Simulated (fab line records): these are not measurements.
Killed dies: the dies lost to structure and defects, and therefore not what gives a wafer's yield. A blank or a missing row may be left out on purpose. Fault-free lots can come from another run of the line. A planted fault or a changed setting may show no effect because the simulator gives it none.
Which tool is to blame? ; flow nand-harc ; 12 lots with 36 wafers sampled at 5 steps, on a route of 1302 steps

## WHAT THE GAUGES SHOWED, per wafer
NHARC_END_SORT_01. Usual: killed-at-array 59, standard deviation 21; killed-at-other 1.0, standard deviation 1.1; killed-at-periphery 4.0, standard deviation 2.6; killed-dies 64, standard deviation 21; killed-open 3.2, standard deviation 1.7; killed-short 2.5, standard deviation 1.5.
lot;measured;on;killed-at-array;killed-at-other;killed-at-periphery;killed-dies;killed-open;killed-short;flag
L336;day 32 20:58;prober-02;673 677 671;0 0 2;4 0 4;677 677 677;4 1 5;5 1 5;OFF
L337;day 33 06:11;prober-02;672 670 674;0 4 1;5 3 2;677 677 677;4 4 3;1 1 1;OFF

## EACH LOT AND THE TOOL THAT RAN IT (in order: tool; ch and the chambers of the sampled wafers; start)
lot;NHARC_A_CONTACT_ETCH_50;NHARC_A_CONTACT_ETCH_119;NHARC_A_CONTACT_ETCH_120;NHARC_A_CONTACT_ETCH_123
L319;rie-diel-02 ch 0,1,2, day 22 03:33 or earlier;har-cap-etch-02 ch 0,1, day 22 03:33;har-cap-etch-02 ch 0,1, day 22 03:43;har-cap-etch-02 ch 0,1, day 22 04:17
L318;rie-diel-03 ch 0,1,2, day 22 12:38 or earlier;har-cap-etch-01 ch 1, day 22 12:38;har-cap-etch-01 ch 1, day 22 12:49;har-cap-etch-01 ch 1, day 22 13:23
L320;rie-diel-03 ch 0,3, day 24 01:34 or earlier;har-cap-etch-03 ch 0,1, day 24 01:34;har-cap-etch-03 ch 0,1, day 24 01:44;har-cap-etch-03 ch 0,1, day 24 02:19
L323;rie-diel-02 ch 0,1,2, day 24 01:46 or earlier;har-cap-etch-01 ch 0,1, day 24 01:46;har-cap-etch-01 ch 0,1, day 24 01:56;har-cap-etch-01 ch 0,1, day 24 02:34
L324;rie-diel-09 ch 0,1,2, day 24 19:29 or earlier;har-cap-etch-03 ch 0,1, day 24 19:29;har-cap-etch-03 ch 0,1, day 24 19:39;har-cap-etch-03 ch 0,1, day 24 20:20
L325;rie-diel-03 ch 0,1,3, day 25 05:58 or earlier;har-cap-etch-01 ch 0,1, day 25 05:58;har-cap-etch-01 ch 0,1, day 25 06:08;har-cap-etch-01 ch 0,1, day 25 06:42
L328;rie-diel-02 ch 1,3, day 26 06:17 or earlier;har-cap-etch-01 ch 0,1, day 26 06:17;har-cap-etch-01 ch 0,1, day 26 06:31;har-cap-etch-01 ch 0,1, day 26 07:17
L330;rie-diel-03 ch 0,1,3, day 27 00:43 or earlier;har-cap-etch-03 ch 0,1, day 27 00:43;har-cap-etch-03 ch 0,1, day 27 00:53;har-cap-etch-03 ch 0,1, day 27 01:23
L331;rie-diel-09 ch 0,2,3, day 27 18:37 or earlier;har-cap-etch-01 ch 0,1, day 27 18:37;har-cap-etch-01 ch 0,1, day 27 18:51;har-cap-etch-01 ch 0,1, day 27 19:32
L336;rie-diel-09 ch 1,2, day 29 19:06 or earlier;har-cap-etch-03 ch 0,1, day 29 19:06;har-cap-etch-03 ch 0,1, day 29 19:16;har-cap-etch-03 ch 0,1, day 29 19:51
L337;rie-diel-03 ch 1,2,3, day 30 04:34 or earlier;har-cap-etch-03 ch 0,1, day 30 04:34;har-cap-etch-03 ch 0,1, day 30 04:44;har-cap-etch-03 ch 0,1, day 30 05:15
L340;rie-diel-03 ch 0,2,3, day 30 18:29 or earlier;har-cap-etch-01 ch 0,1, day 30 18:29;har-cap-etch-01 ch 0,1, day 30 18:39;har-cap-etch-01 ch 0,1, day 30 19:10
- NHARC_A_CONTACT_ETCH_50: etches the open film in CF4/CHF3, target depth 121 nm, time 60.5 s.
- NHARC_A_CONTACT_ETCH_119: etches the open film in C4F8/O2/Ar, time 190 s, target depth 1850 nm.
- NHARC_A_CONTACT_ETCH_120: etches the open film in C4F8/O2/Ar, time 190 s, target depth 1850 nm.
- NHARC_A_CONTACT_ETCH_123: etches the open film in C4F8/O2/Ar, time 490 s, target depth 2110 nm.

## WHAT THE TOOLS THEMSELVES READ (means of the sampled wafers that have a number; where no wafer has one, the mark that the record gives instead)
NHARC_A_CONTACT_ETCH_50. Usual: bias-w 200.0 W (standard deviation 0.59); cf4-flow-sccm 100.0 sccm (standard deviation 0.32); drypump-motor-current-A 5.5 A (standard deviation 0.4); oes-product-au 0.957 a.u. (standard deviation 0.024); rf-vpp-V 370.4 V (standard deviation 2.7); showerhead-plenum-p-Torr 1.57 Torr (standard deviation 0.078); throttle-valve-pct 16.803 % (standard deviation 0.0095).
lot;tool;bias-w (W);cf4-flow-sccm (sccm);drypump-motor-current-A (A);oes-product-au (a.u.);rf-vpp-V (V);showerhead-plenum-p-Torr (Torr);throttle-valve-pct (%);flag
L319;rie-diel-02;199.1;100.0;5.4;0.929;368.1;1.49;16.801;
L318;rie-diel-03;199.8;100.1;5.4;0.954;368.4;1.51;16.800;
L320;rie-diel-03;199.9;99.8;5.5;0.968;371.7;1.60;16.806;
L323;rie-diel-02;199.8;99.8;5.4;0.923;368.6;1.49;16.813;
L324;rie-diel-09;201.1;100.0;5.4;0.958;371.5;1.59;16.809;
L325;rie-diel-03;200.2;100.0;5.4;0.959;370.5;1.57;16.811;
L328;rie-diel-02;199.7;99.9;6.0;0.970;366.4;1.49;16.801;
L330;rie-diel-03;199.8;99.7;5.3;0.966;371.1;1.57;16.800;
L331;rie-diel-09;199.9;99.5;5.8;0.925;370.6;1.58;16.800;
L336;rie-diel-09;199.3;100.1;5.5;0.965;371.8;1.61;16.798;
L337;rie-diel-03;199.7;99.9;5.3;0.974;373.1;1.64;16.805;
L340;rie-diel-03;200.1;100.1;5.5;0.967;371.0;1.61;16.805;

NHARC_A_CONTACT_ETCH_119. Usual: chamber-pressure-mTorr 19.998 mTorr, standard deviation 0.018; oes-air-line-au 1.000 a.u., standard deviation 0.021.
lot;tool;chamber-pressure-mTorr (mTorr);oes-air-line-au (a.u.);flag
L319;har-cap-etch-02;19.982;1.005;
L318;har-cap-etch-01;20.000;0.973;
L320;har-cap-etch-03;19.997;1.012;
L323;har-cap-etch-01;19.985;1.000;
L324;har-cap-etch-03;20.010;0.981;
L325;har-cap-etch-01;20.005;1.019;
L328;har-cap-etch-01;19.989;0.998;
L330;har-cap-etch-03;20.019;1.016;
L331;har-cap-etch-01;19.999;0.999;
L336;har-cap-etch-03;20.002;0.998;
L337;har-cap-etch-03;20.001;1.013;
L340;har-cap-etch-01;20.005;0.999;

NHARC_A_CONTACT_ETCH_120. Usual: chamber-pressure-mTorr 20.000 mTorr, standard deviation 0.018; oes-air-line-au 1.001 a.u., standard deviation 0.018.
lot;tool;chamber-pressure-mTorr (mTorr);oes-air-line-au (a.u.);flag
L319;har-cap-etch-02;19.991;0.992;
L318;har-cap-etch-01;19.988;0.995;
L320;har-cap-etch-03;19.989;0.988;
L323;har-cap-etch-01;20.007;0.996;
L324;har-cap-etch-03;19.993;0.996;
L325;har-cap-etch-01;20.008;1.009;
L328;har-cap-etch-01;20.015;0.989;
L330;har-cap-etch-03;19.981;1.001;
L331;har-cap-etch-01;20.014;0.995;
L336;har-cap-etch-03;-;-;OFF
L337;har-cap-etch-03;-;-;OFF
L340;har-cap-etch-01;20.001;1.031;

NHARC_A_CONTACT_ETCH_123. Usual: chamber-pressure-mTorr 20.001 mTorr, standard deviation 0.019; oes-air-line-au 0.999 a.u., standard deviation 0.021.
lot;tool;chamber-pressure-mTorr (mTorr);oes-air-line-au (a.u.);flag
L319;har-cap-etch-02;20.002;0.999;
L318;har-cap-etch-01;19.997;0.962;
L320;har-cap-etch-03;19.991;0.973;
L323;har-cap-etch-01;20.009;0.990;
L324;har-cap-etch-03;20.008;0.991;
L325;har-cap-etch-01;20.007;0.998;
L328;har-cap-etch-01;20.009;1.018;
L330;har-cap-etch-03;20.014;0.996;
L331;har-cap-etch-01;20.001;0.997;
L336;har-cap-etch-03;20.017;0.983;
L337;har-cap-etch-03;20.008;0.995;
L340;har-cap-etch-01;19.986;0.997;

## THE ANSWER, worked out from the rows above alone
Rule: a lot is off if the mean of its wafers that have a number lies more than 3 standard deviations from the usual mean. A lot without any number at a reading at which 4 lots or more have one is off too. Any other lot the step has rows for is counted as sound. Order of review: gauges by route order, followed by the tools' own readings, for which a lot's mean as printed above is used. The first step at which some lot is off is used, and at that step the reading that is off furthest; a lot without a number counts as furthest.
Off: L336, L337, at NHARC_END_SORT_01 (killed-at-array). Neither off nor sound, because the step has no rows for them: L319, L318, L320, L323, L324, L325, L328, L330, L331, L340.
If a tool, at a process step before that reading, ran all the lots that are off and no sound lot after the first of them, it fits. Not tried: the gauges at NHARC_END_SORT_01; whatever is off there is also off at NHARC_A_CONTACT_ETCH_120, on other tools, and gauge error can't account for it. With no start given for some of its lots, NHARC_A_CONTACT_ETCH_50 uses the hours and lot order of NHARC_A_CONTACT_ETCH_119. One fits: har-cap-etch-03 at NHARC_A_CONTACT_ETCH_119 and NHARC_A_CONTACT_ETCH_120 and NHARC_A_CONTACT_ETCH_123. It ran no sound lot before its first lot that is off in this sample, so the start can't be narrowed down.

## WHAT THE SIMULATOR HAD PUT IN
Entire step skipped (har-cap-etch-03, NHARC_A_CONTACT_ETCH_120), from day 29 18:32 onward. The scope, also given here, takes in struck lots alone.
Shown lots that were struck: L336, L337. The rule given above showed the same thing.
